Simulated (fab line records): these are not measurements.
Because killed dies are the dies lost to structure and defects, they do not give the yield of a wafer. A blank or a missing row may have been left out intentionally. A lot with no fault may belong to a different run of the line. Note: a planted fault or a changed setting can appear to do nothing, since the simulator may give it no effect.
Chamber matching ; flow n5_finfet ; N5_BEOL_M1_CO_CAP_55 on cvd_co-02 has 3 sister chambers
The step material Co, precursor CCTBA/H2, target thk 2 nm, time 102.1 s. 6 wafers are shown with their chamber, then 8 later ones without.

WAFERS, EACH WITH ITS CHAMBER
wafer;chamber;heater_power_outer_w (W);heater_power_w (W)
L076.6;2;157;298
L080.4;0;111;240
L082.3;0;110;235
L087.3;2;160;297
L087.5;1;142;262
L089.1;1;138;259

WAFERS WITHOUT THEIR CHAMBER
wafer;heater_power_outer_w (W);heater_power_w (W)
L089.5;111;231
L089.6;138;257
L091.3;111;231
L091.4;113;233
L091.6;156;303
L097.1;113;240
L097.2;143;254
L097.3;160;307

EACH ONE'S CHAMBER
wafer;from the rows above;in truth
L089.5;0;0
L089.6;1;1
L091.3;0;0
L091.4;0;0
L091.6;2;2
L097.1;0;0
L097.2;1;1
L097.3;2;2
Placed correctly: 8 of 8. Can't be placed from these rows: 0. 0 placed wrongly.
How it was worked out, from the rows above alone: a wafer's distance from a chamber is the root of the sum, over the readings, of the square of ((its reading less the chamber's mean) divided by the reading's scatter). The wafer belongs to the nearest chamber; if the next one is less than 2 further off, it can't be placed. A chamber's mean is the mean of its shown wafers. The scatter: take each reading less its chamber's mean, square it, sum over the shown wafers, divide by the number of wafers less the number of chambers, and take the root.
